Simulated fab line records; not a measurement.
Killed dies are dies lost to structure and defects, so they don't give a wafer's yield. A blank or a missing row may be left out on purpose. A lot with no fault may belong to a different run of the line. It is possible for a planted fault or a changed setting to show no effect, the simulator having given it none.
Which tool was responsible? || flow n5Finfet || Sampling: 24 lots, 72 wafers, 5 of 1938 route steps

WHAT EACH GAUGE READ, for each wafer
N5_BEOL_M6_OVL_MEAS_12.
{"lot": "L074", "measured": "day 8 08:22", "on": "overlay-01", "M6_OVL (nm)": "0.1 0.0 -0.4"}
{"lot": "L076", "measured": "day 8 13:12", "on": "overlay-02", "M6_OVL (nm)": "-0.4 0.6 0.1"}
{"lot": "L075", "measured": "day 8 23:37", "on": "overlay-02", "M6_OVL (nm)": "1.0 1.5 1.5"}
{"lot": "L077", "measured": "day 9 12:41", "on": "overlay-01", "M6_OVL (nm)": "0.8 -0.6 0.0"}
{"lot": "L078", "measured": "day 9 23:55", "on": "overlay-02", "M6_OVL (nm)": "1.1 0.6 0.3"}
{"lot": "L079", "measured": "day 10 09:41", "on": "overlay-01", "M6_OVL (nm)": "-0.9 -0.7 -0.4"}
{"lot": "L080", "measured": "day 10 13:42", "on": "overlay-02", "M6_OVL (nm)": "1.0 1.1 0.7"}
{"lot": "L083", "measured": "day 11 00:17", "on": "overlay-01", "M6_OVL (nm)": "0.7 0.5 -0.4"}
{"lot": "L082", "measured": "day 11 10:10", "on": "overlay-02", "M6_OVL (nm)": "0.3 -0.1 -0.3"}
{"lot": "L081", "measured": "day 11 10:20", "on": "overlay-02", "M6_OVL (nm)": "0.0 -0.8 0.9"}
{"lot": "L084", "measured": "day 11 21:40", "on": "overlay-01", "M6_OVL (nm)": "-0.5 -0.2 0.8"}
{"lot": "L085", "measured": "day 12 08:40", "on": "overlay-01", "M6_OVL (nm)": "1.8 0.5 -0.3"}
{"lot": "L086", "measured": "day 12 13:02", "on": "overlay-02", "M6_OVL (nm)": "0.2 0.1 0.2"}
{"lot": "L089", "measured": "day 12 16:53", "on": "overlay-01", "M6_OVL (nm)": "-0.4 0.5 0.7"}
{"lot": "L087", "measured": "day 12 21:34", "on": "overlay-02", "M6_OVL (nm)": "0.1 0.4 0.3"}
{"lot": "L088", "measured": "day 13 01:03", "on": "overlay-02", "M6_OVL (nm)": "0.8 0.6 0.6"}
{"lot": "L090", "measured": "day 13 05:55", "on": "overlay-01", "M6_OVL (nm)": "0.3 0.2 0.4"}
{"lot": "L092", "measured": "day 13 10:01", "on": "overlay-02", "M6_OVL (nm)": "-0.3 -0.9 -0.5"}
{"lot": "L093", "measured": "day 13 14:35", "on": "overlay-02", "M6_OVL (nm)": "1.8 1.5 0.6"}
{"lot": "L091", "measured": "day 13 18:50", "on": "overlay-01", "M6_OVL (nm)": "-1.3 -1.3 0.3"}
{"lot": "L094", "measured": "day 14 06:55", "on": "overlay-02", "M6_OVL (nm)": "-0.3 -0.2 -0.1"}
{"lot": "L095", "measured": "day 14 10:46", "on": "overlay-01", "M6_OVL (nm)": "0.8 0.5 -0.3"}
{"lot": "L097", "measured": "day 15 00:29", "on": "overlay-02", "M6_OVL (nm)": "1.5 1.0 0.4"}
{"lot": "L096", "measured": "day 15 10:43", "on": "overlay-01", "M6_OVL (nm)": "0.5 0.7 1.3"}

N5_BEOL_M6_CD_MEAS_35: target cd 40 nm, target cd y 28 nm.
{"lot": "L074", "measured": "day 8 10:13", "on": "cdSem-01", "cdNm (nm)": "40.4 40.1 39.8"}
{"lot": "L076", "measured": "day 8 16:28", "on": "cdSem-01", "cdNm (nm)": "40.5 40.1 40.0"}
{"lot": "L075", "measured": "day 9 04:53", "on": "cdSem-03", "cdNm (nm)": "40.0 40.3 39.7"}
{"lot": "L077", "measured": "day 9 15:19", "on": "cdSem-03", "cdNm (nm)": "40.0 40.1 40.6"}
{"lot": "L078", "measured": "day 10 01:57", "on": "cdSem-01", "cdNm (nm)": "40.3 40.5 40.1"}
{"lot": "L079", "measured": "day 10 11:53", "on": "cdSem-02", "cdNm (nm)": "40.4 40.0 39.9"}
{"lot": "L080", "measured": "day 10 16:59", "on": "cdSem-02", "cdNm (nm)": "38.4 39.7 39.3"}
{"lot": "L083", "measured": "day 11 02:52", "on": "cdSem-03", "cdNm (nm)": "39.0 39.6 39.4"}
{"lot": "L082", "measured": "day 11 14:49", "on": "cdSem-03", "cdNm (nm)": "39.7 39.2 39.6"}
{"lot": "L081", "measured": "day 11 14:17", "on": "cdSem-01", "cdNm (nm)": "40.2 40.3 40.9"}
{"lot": "L084", "measured": "day 12 00:47", "on": "cdSem-02", "cdNm (nm)": "39.6 39.8 39.7"}
{"lot": "L085", "measured": "day 12 12:16", "on": "cdSem-02", "cdNm (nm)": "39.1 38.7 39.8"}
{"lot": "L086", "measured": "day 12 16:40", "on": "cdSem-02", "cdNm (nm)": "39.4 39.8 40.1"}
{"lot": "L089", "measured": "day 12 18:39", "on": "cdSem-02", "cdNm (nm)": "39.6 39.7 39.4"}
{"lot": "L087", "measured": "day 13 00:44", "on": "cdSem-02", "cdNm (nm)": "39.7 41.0 40.4"}
{"lot": "L088", "measured": "day 13 03:44", "on": "cdSem-02", "cdNm (nm)": "39.4 40.2 39.9"}
{"lot": "L090", "measured": "day 13 09:37", "on": "cdSem-02", "cdNm (nm)": "40.8 39.8 40.7"}
{"lot": "L092", "measured": "day 13 14:53", "on": "cdSem-02", "cdNm (nm)": "39.1 40.3 40.5"}
{"lot": "L093", "measured": "day 13 17:56", "on": "cdSem-03", "cdNm (nm)": "40.0 39.2 39.8"}
{"lot": "L091", "measured": "day 13 22:19", "on": "cdSem-01", "cdNm (nm)": "40.0 39.5 40.2"}
{"lot": "L094", "measured": "day 14 09:43", "on": "cdSem-02", "cdNm (nm)": "39.3 39.8 39.1"}
{"lot": "L095", "measured": "day 14 13:15", "on": "cdSem-02", "cdNm (nm)": "40.0 39.5 39.3"}
{"lot": "L097", "measured": "day 15 02:12", "on": "cdSem-01", "cdNm (nm)": "39.5 39.9 39.8"}
{"lot": "L096", "measured": "day 15 14:08", "on": "cdSem-01", "cdNm (nm)": "40.0 40.2 39.6"}

TOOL THAT RAN EACH LOT (tool first, then ch and the chambers of the sampled wafers, then the start)
{"lot": "L074", "N5_BEOL_M5_PRE_CLEAN_77": "cvdCo-02 ch 0,1,2, day 8 04:44", "N5_BEOL_M6_PECVD_70": "pecvd-02 ch 0,1,2, day 8 05:38", "N5_BEOL_M6_DESCUM_16": "rieDiel-02 ch 1,2,3, day 8 08:26"}
{"lot": "L076", "N5_BEOL_M5_PRE_CLEAN_77": "cvdCo-02 ch 0,1,2, day 8 10:26", "N5_BEOL_M6_PECVD_70": "pecvd-04 ch 1,2, day 8 11:20", "N5_BEOL_M6_DESCUM_16": "rieDiel-01 ch 1,3, day 8 13:16"}
{"lot": "L075", "N5_BEOL_M5_PRE_CLEAN_77": "cvdCo-02 ch 0,1,2, day 8 20:26", "N5_BEOL_M6_PECVD_70": "pecvd-03 ch 0,1,2, day 8 21:43", "N5_BEOL_M6_DESCUM_16": "rieDiel-02 ch 2,3, day 9 00:07"}
{"lot": "L077", "N5_BEOL_M5_PRE_CLEAN_77": "cvdCo-01 ch 0,1,2, day 9 10:39", "N5_BEOL_M6_PECVD_70": "pecvd-03 ch 0,2, day 9 11:35", "N5_BEOL_M6_DESCUM_16": "rieDiel-01 ch 1,2,3, day 9 13:00"}
{"lot": "L078", "N5_BEOL_M5_PRE_CLEAN_77": "cvdCo-02 ch 0,1,2, day 9 20:54", "N5_BEOL_M6_PECVD_70": "pecvd-04 ch 0,1, day 9 22:19", "N5_BEOL_M6_DESCUM_16": "rieDiel-01 ch 0,2,3, day 9 23:59"}
{"lot": "L079", "N5_BEOL_M5_PRE_CLEAN_77": "cvdCo-02 ch 0,2, day 10 06:36", "N5_BEOL_M6_PECVD_70": "pecvd-04 ch 0,1,2, day 10 07:33", "N5_BEOL_M6_DESCUM_16": "rieDiel-02 ch 0,3, day 10 09:44"}
{"lot": "L080", "N5_BEOL_M5_PRE_CLEAN_77": "cvdCo-01 ch 0,1, day 10 12:02", "N5_BEOL_M6_PECVD_70": "pecvd-04 ch 1,2, day 10 12:59", "N5_BEOL_M6_DESCUM_16": "rieDiel-04 ch 0,3, day 10 13:46"}
{"lot": "L083", "N5_BEOL_M5_PRE_CLEAN_77": "cvdCo-02 ch 1,2, day 10 22:30", "N5_BEOL_M6_PECVD_70": "pecvd-04 ch 0,2, day 10 23:24", "N5_BEOL_M6_DESCUM_16": "rieDiel-04 ch 0,1,2, day 11 00:59"}
{"lot": "L082", "N5_BEOL_M5_PRE_CLEAN_77": "cvdCo-02 ch 0,1,2, day 11 08:01", "N5_BEOL_M6_PECVD_70": "pecvd-04 ch 0,2, day 11 08:55", "N5_BEOL_M6_DESCUM_16": "rieDiel-04 ch 2,3, day 11 10:14"}
{"lot": "L081", "N5_BEOL_M5_PRE_CLEAN_77": "cvdCo-02 ch 0,1,2, day 11 08:22", "N5_BEOL_M6_PECVD_70": "pecvd-03 ch 0,1, day 11 09:16", "N5_BEOL_M6_DESCUM_16": "rieDiel-04 ch 0,1, day 11 10:29"}
{"lot": "L084", "N5_BEOL_M5_PRE_CLEAN_77": "cvdCo-02 ch 0,1, day 11 18:51", "N5_BEOL_M6_PECVD_70": "pecvd-02 ch 0,2, day 11 19:45", "N5_BEOL_M6_DESCUM_16": "rieDiel-01 ch 1,2, day 11 21:44"}
{"lot": "L085", "N5_BEOL_M5_PRE_CLEAN_77": "cvdCo-01 ch 0,1,2, day 12 05:37", "N5_BEOL_M6_PECVD_70": "pecvd-04 ch 0,1,2, day 12 06:31", "N5_BEOL_M6_DESCUM_16": "rieDiel-04 ch 1,2,3, day 12 08:44"}
{"lot": "L086", "N5_BEOL_M5_PRE_CLEAN_77": "cvdCo-02 ch 0,1,2, day 12 10:46", "N5_BEOL_M6_PECVD_70": "pecvd-02 ch 0,1,2, day 12 11:42", "N5_BEOL_M6_DESCUM_16": "rieDiel-04 ch 1,2,3, day 12 13:07"}
{"lot": "L089", "N5_BEOL_M5_PRE_CLEAN_77": "cvdCo-01 ch 0,1,2, day 12 14:50", "N5_BEOL_M6_PECVD_70": "pecvd-03 ch 0,2, day 12 15:44", "N5_BEOL_M6_DESCUM_16": "rieDiel-02 ch 1,2,3, day 12 16:57"}
{"lot": "L087", "N5_BEOL_M5_PRE_CLEAN_77": "cvdCo-01 ch 0,1,2, day 12 19:03", "N5_BEOL_M6_PECVD_70": "pecvd-02 ch 0,2, day 12 19:57", "N5_BEOL_M6_DESCUM_16": "rieDiel-04 ch 0,2, day 12 21:41"}
{"lot": "L088", "N5_BEOL_M5_PRE_CLEAN_77": "cvdCo-01 ch 1,2, day 12 23:19", "N5_BEOL_M6_PECVD_70": "pecvd-02 ch 0,2, day 13 00:16", "N5_BEOL_M6_DESCUM_16": "rieDiel-04 ch 0,3, day 13 01:07"}
{"lot": "L090", "N5_BEOL_M5_PRE_CLEAN_77": "cvdCo-02 ch 0,1, day 13 03:45", "N5_BEOL_M6_PECVD_70": "pecvd-02 ch 0,1, day 13 04:41", "N5_BEOL_M6_DESCUM_16": "rieDiel-01 ch 2,3, day 13 05:59"}
{"lot": "L092", "N5_BEOL_M5_PRE_CLEAN_77": "cvdCo-02 ch 0,1, day 13 07:11", "N5_BEOL_M6_PECVD_70": "pecvd-04 ch 0,1,2, day 13 08:07", "N5_BEOL_M6_DESCUM_16": "rieDiel-02 ch 0,1, day 13 10:05"}
{"lot": "L093", "N5_BEOL_M5_PRE_CLEAN_77": "cvdCo-01 ch 1,2, day 13 10:33", "N5_BEOL_M6_PECVD_70": "pecvd-03 ch 0,1,2, day 13 11:27", "N5_BEOL_M6_DESCUM_16": "rieDiel-04 ch 1,3, day 13 14:38"}
{"lot": "L091", "N5_BEOL_M5_PRE_CLEAN_77": "cvdCo-02 ch 1,2, day 13 16:13", "N5_BEOL_M6_PECVD_70": "pecvd-02 ch 0,1,2, day 13 17:08", "N5_BEOL_M6_DESCUM_16": "rieDiel-02 ch 0,1,3, day 13 18:54"}
{"lot": "L094", "N5_BEOL_M5_PRE_CLEAN_77": "cvdCo-01 ch 0,1,2, day 14 04:44", "N5_BEOL_M6_PECVD_70": "pecvd-04 ch 0,1,2, day 14 05:38", "N5_BEOL_M6_DESCUM_16": "rieDiel-02 ch 0,1,3, day 14 07:08"}
{"lot": "L095", "N5_BEOL_M5_PRE_CLEAN_77": "cvdCo-01 ch 0,2, day 14 08:04", "N5_BEOL_M6_PECVD_70": "pecvd-03 ch 1,2, day 14 08:58", "N5_BEOL_M6_DESCUM_16": "rieDiel-01 ch 0,3, day 14 10:49"}
{"lot": "L097", "N5_BEOL_M5_PRE_CLEAN_77": "cvdCo-02 ch 0,2, day 14 22:15", "N5_BEOL_M6_PECVD_70": "pecvd-04 ch 0,1, day 14 23:13", "N5_BEOL_M6_DESCUM_16": "rieDiel-02 ch 1,2,3, day 15 00:32"}
{"lot": "L096", "N5_BEOL_M5_PRE_CLEAN_77": "cvdCo-02 ch 0,2, day 15 06:56", "N5_BEOL_M6_PECVD_70": "pecvd-04 ch 0,1,2, day 15 07:53", "N5_BEOL_M6_DESCUM_16": "rieDiel-04 ch 1,2,3, day 15 10:50"}
- N5_BEOL_M5_PRE_CLEAN_77: time 15 s.
- N5_BEOL_M6_PECVD_70: deposits SiO2 from TEOS/O2, target thk 20 nm, time 22.7 s.
- N5_BEOL_M6_DESCUM_16: chemistry O2, time 7.9 s.

AS READ BY THE TOOLS THEMSELVES (means over the sampled wafers that have a number; for cases with no such wafer, the mark the record gives instead)
N5_BEOL_M5_PRE_CLEAN_77.
{"lot": "L074", "tool": "cvdCo-02", "heaterPowerW (W)": 85}
{"lot": "L076", "tool": "cvdCo-02", "heaterPowerW (W)": 85}
{"lot": "L075", "tool": "cvdCo-02", "heaterPowerW (W)": 84}
{"lot": "L077", "tool": "cvdCo-01", "heaterPowerW (W)": 90}
{"lot": "L078", "tool": "cvdCo-02", "heaterPowerW (W)": 85}
{"lot": "L079", "tool": "cvdCo-02", "heaterPowerW (W)": 92}
{"lot": "L080", "tool": "cvdCo-01", "heaterPowerW (W)": 105}
{"lot": "L083", "tool": "cvdCo-02", "heaterPowerW (W)": 83}
{"lot": "L082", "tool": "cvdCo-02", "heaterPowerW (W)": 84}
{"lot": "L081", "tool": "cvdCo-02", "heaterPowerW (W)": 84}
{"lot": "L084", "tool": "cvdCo-02", "heaterPowerW (W)": 85}
{"lot": "L085", "tool": "cvdCo-01", "heaterPowerW (W)": 90}
{"lot": "L086", "tool": "cvdCo-02", "heaterPowerW (W)": 84}
{"lot": "L089", "tool": "cvdCo-01", "heaterPowerW (W)": 90}
{"lot": "L087", "tool": "cvdCo-01", "heaterPowerW (W)": 91}
{"lot": "L088", "tool": "cvdCo-01", "heaterPowerW (W)": 76}
{"lot": "L090", "tool": "cvdCo-02", "heaterPowerW (W)": 80}
{"lot": "L092", "tool": "cvdCo-02", "heaterPowerW (W)": 79}
{"lot": "L093", "tool": "cvdCo-01", "heaterPowerW (W)": 76}
{"lot": "L091", "tool": "cvdCo-02", "heaterPowerW (W)": 78}
{"lot": "L094", "tool": "cvdCo-01", "heaterPowerW (W)": 91}
{"lot": "L095", "tool": "cvdCo-01", "heaterPowerW (W)": 104}
{"lot": "L097", "tool": "cvdCo-02", "heaterPowerW (W)": 93}
{"lot": "L096", "tool": "cvdCo-02", "heaterPowerW (W)": 91}

N5_BEOL_M6_PECVD_70.
{"lot": "L074", "tool": "pecvd-02", "chamberPressureTorr (Torr)": 5.514, "heaterPowerW (W)": 646, "showerheadPlenumPTorr (Torr)": 8.73, "throttleValvePct (%)": 22.2}
{"lot": "L076", "tool": "pecvd-04", "chamberPressureTorr (Torr)": 5.496, "heaterPowerW (W)": 646, "showerheadPlenumPTorr (Torr)": 8.82, "throttleValvePct (%)": 22.6}
{"lot": "L075", "tool": "pecvd-03", "chamberPressureTorr (Torr)": 5.501, "heaterPowerW (W)": 717, "showerheadPlenumPTorr (Torr)": 8.78, "throttleValvePct (%)": 23.3}
{"lot": "L077", "tool": "pecvd-03", "chamberPressureTorr (Torr)": 5.507, "heaterPowerW (W)": 674, "showerheadPlenumPTorr (Torr)": 8.75, "throttleValvePct (%)": 23.9}
{"lot": "L078", "tool": "pecvd-04", "chamberPressureTorr (Torr)": 5.493, "heaterPowerW (W)": 776, "showerheadPlenumPTorr (Torr)": 8.84, "throttleValvePct (%)": 22.7}
{"lot": "L079", "tool": "pecvd-04", "chamberPressureTorr (Torr)": 5.499, "heaterPowerW (W)": 707, "showerheadPlenumPTorr (Torr)": 8.81, "throttleValvePct (%)": 22.3}
{"lot": "L080", "tool": "pecvd-04", "chamberPressureTorr (Torr)": 5.499, "heaterPowerW (W)": 707, "showerheadPlenumPTorr (Torr)": 8.81, "throttleValvePct (%)": 22.7}
{"lot": "L083", "tool": "pecvd-04", "chamberPressureTorr (Torr)": 5.496, "heaterPowerW (W)": 855, "showerheadPlenumPTorr (Torr)": 8.82, "throttleValvePct (%)": 22.2}
{"lot": "L082", "tool": "pecvd-04", "chamberPressureTorr (Torr)": 5.484, "heaterPowerW (W)": 791, "showerheadPlenumPTorr (Torr)": 8.82, "throttleValvePct (%)": 22.2}
{"lot": "L081", "tool": "pecvd-03", "chamberPressureTorr (Torr)": 5.501, "heaterPowerW (W)": 761, "showerheadPlenumPTorr (Torr)": 8.78, "throttleValvePct (%)": 23.7}
{"lot": "L084", "tool": "pecvd-02", "chamberPressureTorr (Torr)": 5.505, "heaterPowerW (W)": 595, "showerheadPlenumPTorr (Torr)": 8.68, "throttleValvePct (%)": 21.7}
{"lot": "L085", "tool": "pecvd-04", "chamberPressureTorr (Torr)": 5.498, "heaterPowerW (W)": 750, "showerheadPlenumPTorr (Torr)": 8.81, "throttleValvePct (%)": 22.5}
{"lot": "L086", "tool": "pecvd-02", "chamberPressureTorr (Torr)": 5.486, "heaterPowerW (W)": 592, "showerheadPlenumPTorr (Torr)": 8.72, "throttleValvePct (%)": 22.2}
{"lot": "L089", "tool": "pecvd-03", "chamberPressureTorr (Torr)": 5.504, "heaterPowerW (W)": 834, "showerheadPlenumPTorr (Torr)": 8.77, "throttleValvePct (%)": 22.6}
{"lot": "L087", "tool": "pecvd-02", "chamberPressureTorr (Torr)": 5.511, "heaterPowerW (W)": 605, "showerheadPlenumPTorr (Torr)": 8.75, "throttleValvePct (%)": 21.6}
{"lot": "L088", "tool": "pecvd-02", "chamberPressureTorr (Torr)": 5.506, "heaterPowerW (W)": 581, "showerheadPlenumPTorr (Torr)": 8.69, "throttleValvePct (%)": 21.7}
{"lot": "L090", "tool": "pecvd-02", "chamberPressureTorr (Torr)": 5.503, "heaterPowerW (W)": 592, "showerheadPlenumPTorr (Torr)": 8.80, "throttleValvePct (%)": 22.3}
{"lot": "L092", "tool": "pecvd-04", "chamberPressureTorr (Torr)": 5.500, "heaterPowerW (W)": 778, "showerheadPlenumPTorr (Torr)": 8.82, "throttleValvePct (%)": 22.5}
{"lot": "L093", "tool": "pecvd-03", "chamberPressureTorr (Torr)": 5.497, "heaterPowerW (W)": 733, "showerheadPlenumPTorr (Torr)": 8.77, "throttleValvePct (%)": 23.3}
{"lot": "L091", "tool": "pecvd-02", "chamberPressureTorr (Torr)": 5.500, "heaterPowerW (W)": 592, "showerheadPlenumPTorr (Torr)": 8.74, "throttleValvePct (%)": 22.1}
{"lot": "L094", "tool": "pecvd-04", "chamberPressureTorr (Torr)": 5.496, "heaterPowerW (W)": 755, "showerheadPlenumPTorr (Torr)": 8.80, "throttleValvePct (%)": 22.5}
{"lot": "L095", "tool": "pecvd-03", "chamberPressureTorr (Torr)": 5.488, "heaterPowerW (W)": 816, "showerheadPlenumPTorr (Torr)": 8.79, "throttleValvePct (%)": 22.8}
{"lot": "L097", "tool": "pecvd-04", "chamberPressureTorr (Torr)": 5.507, "heaterPowerW (W)": 726, "showerheadPlenumPTorr (Torr)": 8.84, "throttleValvePct (%)": 22.9}
{"lot": "L096", "tool": "pecvd-04", "chamberPressureTorr (Torr)": 5.503, "heaterPowerW (W)": 743, "showerheadPlenumPTorr (Torr)": 8.82, "throttleValvePct (%)": 22.8}

N5_BEOL_M6_DESCUM_16.
{"lot": "L074", "tool": "rieDiel-02", "drypumpMotorCurrentA (A)": 5.1, "oesProductAu (a.u.)": 0.76, "rfVppV (V)": 243.5, "showerheadPlenumPTorr (Torr)": 2.12, "tempC (C)": 40.11, "throttleValvePct (%)": 20.44}
{"lot": "L076", "tool": "rieDiel-01", "drypumpMotorCurrentA (A)": 5.8, "oesProductAu (a.u.)": 0.81, "rfVppV (V)": 242.8, "showerheadPlenumPTorr (Torr)": 2.08, "tempC (C)": 40.11, "throttleValvePct (%)": 20.31}
{"lot": "L075", "tool": "rieDiel-02", "drypumpMotorCurrentA (A)": 5.2, "oesProductAu (a.u.)": 0.73, "rfVppV (V)": 244.0, "showerheadPlenumPTorr (Torr)": 2.13, "tempC (C)": 39.96, "throttleValvePct (%)": 20.35}
{"lot": "L077", "tool": "rieDiel-01", "drypumpMotorCurrentA (A)": 5.9, "oesProductAu (a.u.)": 0.79, "rfVppV (V)": 243.3, "showerheadPlenumPTorr (Torr)": 2.13, "tempC (C)": 39.96, "throttleValvePct (%)": 20.33}
{"lot": "L078", "tool": "rieDiel-01", "drypumpMotorCurrentA (A)": 5.7, "oesProductAu (a.u.)": 0.86, "rfVppV (V)": 244.1, "showerheadPlenumPTorr (Torr)": 2.15, "tempC (C)": 39.87, "throttleValvePct (%)": 20.26}
{"lot": "L079", "tool": "rieDiel-02", "drypumpMotorCurrentA (A)": 5.5, "oesProductAu (a.u.)": 0.69, "rfVppV (V)": 243.9, "showerheadPlenumPTorr (Torr)": 2.15, "tempC (C)": 39.79, "throttleValvePct (%)": 20.71}
{"lot": "L080", "tool": "rieDiel-04", "drypumpMotorCurrentA (A)": 5.7, "oesProductAu (a.u.)": 0.74, "rfVppV (V)": 242.3, "showerheadPlenumPTorr (Torr)": 2.09, "tempC (C)": 39.93, "throttleValvePct (%)": 20.58}
{"lot": "L083", "tool": "rieDiel-04", "drypumpMotorCurrentA (A)": 5.5, "oesProductAu (a.u.)": 0.80, "rfVppV (V)": 242.8, "showerheadPlenumPTorr (Torr)": 2.07, "tempC (C)": 40.07, "throttleValvePct (%)": 20.50}
{"lot": "L082", "tool": "rieDiel-04", "drypumpMotorCurrentA (A)": 5.5, "oesProductAu (a.u.)": 0.83, "rfVppV (V)": 243.8, "showerheadPlenumPTorr (Torr)": 2.12, "tempC (C)": 40.13, "throttleValvePct (%)": 20.49}
{"lot": "L081", "tool": "rieDiel-04", "drypumpMotorCurrentA (A)": 5.5, "oesProductAu (a.u.)": 0.81, "rfVppV (V)": 242.2, "showerheadPlenumPTorr (Torr)": 2.05, "tempC (C)": 39.95, "throttleValvePct (%)": 20.47}
{"lot": "L084", "tool": "rieDiel-01", "drypumpMotorCurrentA (A)": 6.0, "oesProductAu (a.u.)": 0.72, "rfVppV (V)": 243.4, "showerheadPlenumPTorr (Torr)": 2.17, "tempC (C)": 40.05, "throttleValvePct (%)": 20.41}
{"lot": "L085", "tool": "rieDiel-04", "drypumpMotorCurrentA (A)": 5.5, "oesProductAu (a.u.)": 0.83, "rfVppV (V)": 243.0, "showerheadPlenumPTorr (Torr)": 2.09, "tempC (C)": 39.96, "throttleValvePct (%)": 20.48}
{"lot": "L086", "tool": "rieDiel-04", "drypumpMotorCurrentA (A)": 5.5, "oesProductAu (a.u.)": 0.83, "rfVppV (V)": 243.1, "showerheadPlenumPTorr (Torr)": 2.09, "tempC (C)": 40.06, "throttleValvePct (%)": 20.47}
{"lot": "L089", "tool": "rieDiel-02", "drypumpMotorCurrentA (A)": 5.1, "oesProductAu (a.u.)": 0.73, "rfVppV (V)": 244.1, "showerheadPlenumPTorr (Torr)": 2.11, "tempC (C)": 40.10, "throttleValvePct (%)": 20.50}
{"lot": "L087", "tool": "rieDiel-04", "drypumpMotorCurrentA (A)": 5.5, "oesProductAu (a.u.)": 0.88, "rfVppV (V)": 243.3, "showerheadPlenumPTorr (Torr)": 2.10, "tempC (C)": 39.97, "throttleValvePct (%)": 20.43}
{"lot": "L088", "tool": "rieDiel-04", "drypumpMotorCurrentA (A)": 5.7, "oesProductAu (a.u.)": 0.94, "rfVppV (V)": 243.5, "showerheadPlenumPTorr (Torr)": 2.08, "tempC (C)": 39.95, "throttleValvePct (%)": 20.33}
{"lot": "L090", "tool": "rieDiel-01", "drypumpMotorCurrentA (A)": 5.9, "oesProductAu (a.u.)": 0.82, "rfVppV (V)": 244.3, "showerheadPlenumPTorr (Torr)": 2.15, "tempC (C)": 39.97, "throttleValvePct (%)": 20.33}
{"lot": "L092", "tool": "rieDiel-02", "drypumpMotorCurrentA (A)": 5.0, "oesProductAu (a.u.)": 0.84, "rfVppV (V)": 244.1, "showerheadPlenumPTorr (Torr)": 2.11, "tempC (C)": 40.03, "throttleValvePct (%)": 20.64}
{"lot": "L093", "tool": "rieDiel-04", "drypumpMotorCurrentA (A)": 5.5, "oesProductAu (a.u.)": 0.83, "rfVppV (V)": 243.1, "showerheadPlenumPTorr (Torr)": 2.07, "tempC (C)": 39.96, "throttleValvePct (%)": 20.44}
{"lot": "L091", "tool": "rieDiel-02", "drypumpMotorCurrentA (A)": 5.2, "oesProductAu (a.u.)": 0.80, "rfVppV (V)": 243.1, "showerheadPlenumPTorr (Torr)": 2.13, "tempC (C)": 40.07, "throttleValvePct (%)": 20.55}
{"lot": "L094", "tool": "rieDiel-02", "drypumpMotorCurrentA (A)": 5.2, "oesProductAu (a.u.)": 0.80, "rfVppV (V)": 244.0, "showerheadPlenumPTorr (Torr)": 2.13, "tempC (C)": 40.01, "throttleValvePct (%)": 20.56}
{"lot": "L095", "tool": "rieDiel-01", "drypumpMotorCurrentA (A)": 5.4, "oesProductAu (a.u.)": 0.81, "rfVppV (V)": 244.0, "showerheadPlenumPTorr (Torr)": 2.14, "tempC (C)": 39.99, "throttleValvePct (%)": 20.28}
{"lot": "L097", "tool": "rieDiel-02", "drypumpMotorCurrentA (A)": 5.1, "oesProductAu (a.u.)": 0.72, "rfVppV (V)": 243.4, "showerheadPlenumPTorr (Torr)": 2.10, "tempC (C)": 39.91, "throttleValvePct (%)": 20.54}
{"lot": "L096", "tool": "rieDiel-04", "drypumpMotorCurrentA (A)": 5.5, "oesProductAu (a.u.)": 0.79, "rfVppV (V)": 243.0, "showerheadPlenumPTorr (Torr)": 2.08, "tempC (C)": 40.00, "throttleValvePct (%)": 20.51}

THE ANSWER, worked out from the rows above alone
Rule: the usual values come from the lots themselves. Put in order of their means at a reading, lots are off if they are a third of the lots or fewer, leave a main group of 4 or more, and stand apart from it by a gap of 3 or more times the standard deviation of the main group's means; of several such gaps the widest counts. Not used: any main group whose means are identical at the precision the tables above print for the reading. A lot without any number at a reading at which 4 lots or more have one is off too. The other lots that the step has rows for count as sound. After the gauges, taken in route order, come the tools' own readings; for these a lot's mean is taken, as printed above. At the first step where some lot is off, the reading lying furthest off is the one used; lots without a number count as furthest.
Across all readings shown, no lot is off: no conclusion can be drawn from this.

WHAT THE SIMULATOR PUT IN
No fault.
